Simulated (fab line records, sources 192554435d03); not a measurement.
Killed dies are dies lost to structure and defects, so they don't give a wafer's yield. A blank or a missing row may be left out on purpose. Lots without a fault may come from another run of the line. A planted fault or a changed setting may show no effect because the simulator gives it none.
Which tool did it? | flow n5_finfet | 24 lots, 72 wafers sampled, at 3 steps of a route of 1938

WHAT THE GAUGES READ, wafer by wafer
N5_BEOL_M6_OVL_MEAS_29.
lot  | measured     | on         | V5_OVL (nm)
L075 | day 8 08:14  | overlay-02 | 0.4 -0.3 -0.5
L074 | day 8 18:29  | overlay-01 | -0.2 -0.5 -0.9
L076 | day 9 02:40  | overlay-02 | 0.6 0.7 0.2
L077 | day 9 11:06  | overlay-02 | 0.1 0.7 0.8
L078 | day 9 14:19  | overlay-01 | 0.0 0.8 0.6
L079 | day 10 09:19 | overlay-01 | -0.1 0.1 0.1
L080 | day 10 09:29 | overlay-02 | 0.4 -0.1 0.5
L081 | day 10 13:39 | overlay-01 | 0.6 -0.8 0.1
L082 | day 10 13:49 | overlay-01 | -0.5 1.3 -0.1
L083 | day 10 15:38 | overlay-01 | 0.0 0.8 0.0
L084 | day 10 20:48 | overlay-01 | -0.8 -0.3 -0.1
L085 | day 11 18:43 | overlay-01 | 0.1 0.4 -0.9
L086 | day 11 21:46 | overlay-02 | -0.1 -1.4 0.2
L087 | day 11 21:58 | overlay-01 | 1.0 1.2 1.0
L088 | day 12 02:28 | overlay-01 | -0.5 -0.4 -0.2
L090 | day 12 08:49 | overlay-01 | 0.4 0.6 0.1
L089 | day 12 17:55 | overlay-02 | -1.1 -0.8 0.2
L091 | day 12 21:21 | overlay-01 | -0.7 -0.8 -0.6
L092 | day 13 11:52 | overlay-01 | 0.6 0.4 -0.1
L094 | day 13 16:26 | overlay-02 | 0.2 -0.3 0.2
L093 | day 13 16:27 | overlay-01 | 1.5 0.1 0.4
L095 | day 13 23:00 | overlay-02 | 0.6 0.5 0.2
L096 | day 13 23:05 | overlay-01 | 0.3 0.1 -0.2
L097 | day 14 03:44 | overlay-02 | -0.7 -0.2 -1.2

N5_BEOL_M7_THK_MEAS_01.
lot  | measured     | on            | M7_ILD_THK (nm)
L075 | day 8 12:16  | film_metro-01 | 152.3 158.1 157.1
L074 | day 8 22:49  | film_metro-01 | 153.6 156.4 157.5
L076 | day 9 07:10  | film_metro-02 | 156.2 153.9 154.8
L077 | day 9 16:42  | film_metro-01 | 154.3 154.7 158.0
L078 | day 9 19:31  | film_metro-02 | 153.6 153.9 154.1
L079 | day 10 13:50 | film_metro-02 | 152.5 155.6 155.1
L080 | day 10 14:12 | film_metro-02 | 153.5 154.8 155.6
L081 | day 10 17:25 | film_metro-02 | 155.1 152.4 157.8
L082 | day 10 18:04 | film_metro-01 | 152.3 152.2 153.2
L083 | day 10 20:26 | film_metro-02 | 149.8 153.8 152.9
L084 | day 11 00:09 | film_metro-01 | 152.8 156.1 154.4
L085 | day 11 23:35 | film_metro-01 | 151.6 155.8 154.9
L086 | day 12 01:01 | film_metro-01 | 151.5 156.5 153.2
L087 | day 12 06:28 | film_metro-01 | 150.2 150.5 151.8
L088 | day 12 07:11 | film_metro-02 | 150.9 150.4 154.6
L090 | day 12 13:56 | film_metro-01 | 151.5 157.0 153.6
L089 | day 12 22:55 | film_metro-02 | 151.2 152.2 153.3
L091 | day 13 01:08 | film_metro-01 | 155.9 157.4 156.0
L092 | day 13 15:45 | film_metro-02 | 156.5 151.8 153.9
L094 | day 13 19:50 | film_metro-01 | 156.3 159.5 156.6
L093 | day 13 20:11 | film_metro-01 | 153.7 156.9 154.6
L095 | day 14 03:40 | film_metro-02 | 153.4 154.1 157.0
L096 | day 14 03:43 | film_metro-02 | 153.1 155.7 160.0
L097 | day 14 07:31 | film_metro-02 | 151.1 153.4 154.1

WHICH TOOL RAN EACH LOT (tool, then ch and the chambers of the sampled wafers, then the start)
lot  | N5_BEOL_M7_ILD_DEP_00
L075 | pecvd-04 ch 0,1, day 8 11:41
L074 | pecvd-03 ch 0,1, day 8 22:13
L076 | pecvd-03 ch 0,1,2, day 9 06:35
L077 | pecvd-04 ch 0,1,2, day 9 16:07
L078 | pecvd-03 ch 0,1, day 9 18:46
L079 | pecvd-04 ch 0,2, day 10 13:09
L080 | pecvd-01 ch 1,2, day 10 13:37
L081 | pecvd-01 ch 0,2, day 10 16:51
L082 | pecvd-01 ch 0,1,2, day 10 17:14
L083 | pecvd-03 ch 0,1,2, day 10 19:52
L084 | pecvd-01 ch 0,1, day 10 23:35
L085 | pecvd-03 ch 0,2, day 11 22:34
L086 | pecvd-03 ch 1,2, day 12 00:26
L087 | pecvd-01 ch 0,1, day 12 05:24
L088 | pecvd-03 ch 0,1,2, day 12 06:18
L090 | pecvd-03 ch 0,1,2, day 12 13:17
L089 | pecvd-03 ch 1,2, day 12 22:19
L091 | pecvd-04 ch 0,1,2, day 13 00:32
L092 | pecvd-04 ch 0,1, day 13 15:11
L094 | pecvd-03 ch 0,1,2, day 13 19:17
L093 | pecvd-03 ch 0,2, day 13 19:32
L095 | pecvd-03 ch 1,2, day 14 02:37
L096 | pecvd-04 ch 0,1,2, day 14 02:41
L097 | pecvd-01 ch 0,1,2, day 14 06:39
- N5_BEOL_M7_ILD_DEP_00: deposits SiCOH lowk from DEMS/porogen, target thk 179.75 nm, time 33.4 s.

WHAT THE TOOLS THEMSELVES READ (means of the sampled wafers that have a number; where no wafer has one, the mark that the record gives instead)
N5_BEOL_M7_ILD_DEP_00.
lot  | tool     | heater_power_w (W) | showerhead_plenum_p_Torr (Torr) | throttle_valve_pct (%)
L075 | pecvd-04 | 266                | 5.725                           | 14.7
L074 | pecvd-03 | 347                | 5.756                           | 13.9
L076 | pecvd-03 | 353                | 5.749                           | 13.5
L077 | pecvd-04 | 297                | 5.732                           | 14.3
L078 | pecvd-03 | 321                | 5.734                           | 13.7
L079 | pecvd-04 | 306                | 5.742                           | 13.7
L080 | pecvd-01 | 243                | 5.713                           | 13.1
L081 | pecvd-01 | 331                | 5.757                           | 14.1
L082 | pecvd-01 | 286                | 5.738                           | 13.5
L083 | pecvd-03 | 345                | 5.744                           | 13.8
L084 | pecvd-01 | 285                | 5.723                           | 13.2
L085 | pecvd-03 | 364                | 5.739                           | 13.9
L086 | pecvd-03 | 340                | 5.728                           | 13.5
L087 | pecvd-01 | 265                | 5.727                           | 13.4
L088 | pecvd-03 | 357                | 5.742                           | 13.7
L090 | pecvd-03 | 319                | 5.739                           | 13.8
L089 | pecvd-03 | 337                | 5.734                           | 13.3
L091 | pecvd-04 | 279                | 5.731                           | 14.3
L092 | pecvd-04 | 283                | 5.725                           | 14.6
L094 | pecvd-03 | 358                | 5.732                           | 13.8
L093 | pecvd-03 | 354                | 5.754                           | 14.1
L095 | pecvd-03 | 322                | 5.736                           | 13.3
L096 | pecvd-04 | 281                | 5.743                           | 14.1
L097 | pecvd-01 | 286                | 5.742                           | 13.5

THE ANSWER, worked out from the rows above alone
Rule: what is usual is taken from the lots themselves. Put in order of their means at a reading, lots are off if they are a third of the lots or fewer, leave a main group of 4 or more, and stand apart from it by a gap of 3 or more times the standard deviation of the main group's means; of several such gaps the widest counts. A main group whose means are all the same, to the digits that the tables above print for the reading, isn't used. A lot without any number at a reading at which 4 lots or more have one is off too. The other lots that the step has rows for count as sound. The gauges are gone through in route order, then the tools' own readings, and for those a lot's mean is taken as printed above. The first step at which some lot is off is used, and at that step the reading that is off furthest; a lot without a number counts as furthest.
No lot is off at any reading shown: from this, nothing can be told.

WHAT THE SIMULATOR HAD PUT IN
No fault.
